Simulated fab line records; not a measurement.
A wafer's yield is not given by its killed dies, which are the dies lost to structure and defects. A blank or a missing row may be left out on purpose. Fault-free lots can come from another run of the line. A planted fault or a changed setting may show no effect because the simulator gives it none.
Chamber matching	flow nand_harc	NHARC_A_SLIT_DEP_25 on pecvd-02 has 3 sister chambers
The step deposits SiO2, target thk 200 nm. 3 wafers are shown with their chamber, then 9 later ones without.

WAFERS, EACH WITH ITS CHAMBER
wafer	chamber	throttle_valve_pct (%)
L088.3	2	15.1
L088.4	1	16.5
L088.6	0	16.2

WAFERS WITH NO CHAMBER GIVEN
wafer	throttle_valve_pct (%)
L093.2	16.8
L093.4	16.8
L093.6	15.3
L095.2	16.7
L095.4	14.7
L095.6	17.0
L097.1	16.9
L097.2	15.1
L097.3	16.7

WHICH CHAMBER EACH ONE RAN IN
wafer	from the rows above	in truth
L093.2	can't be placed: 1 or 0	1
L093.4	can't be placed: 1 or 0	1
L093.6	2	2
L095.2	can't be placed: 1 or 0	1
L095.4	2	2
L095.6	can't be placed: 1 or 0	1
L097.1	can't be placed: 1 or 0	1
L097.2	2	2
L097.3	can't be placed: 1 or 0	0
Placed correctly: 3 of 9. Unplaceable from these rows: 6, with the true chamber sitting among the candidates in 6. Number placed wrongly: 0.
How it was worked out, from the rows above alone: a wafer's distance from a chamber is the root of the sum, over the readings, of the square of ((its reading less the chamber's mean) divided by the reading's scatter). If the next closest chamber is less than 2 further off than the closest, the wafer can't be placed; otherwise it belongs to the closest. The mean given for a chamber averages the wafers shown for that chamber. The scatter: with one shown wafer a chamber, the root of the mean of the squares of how far each hidden wafer lies from its nearest shown one.
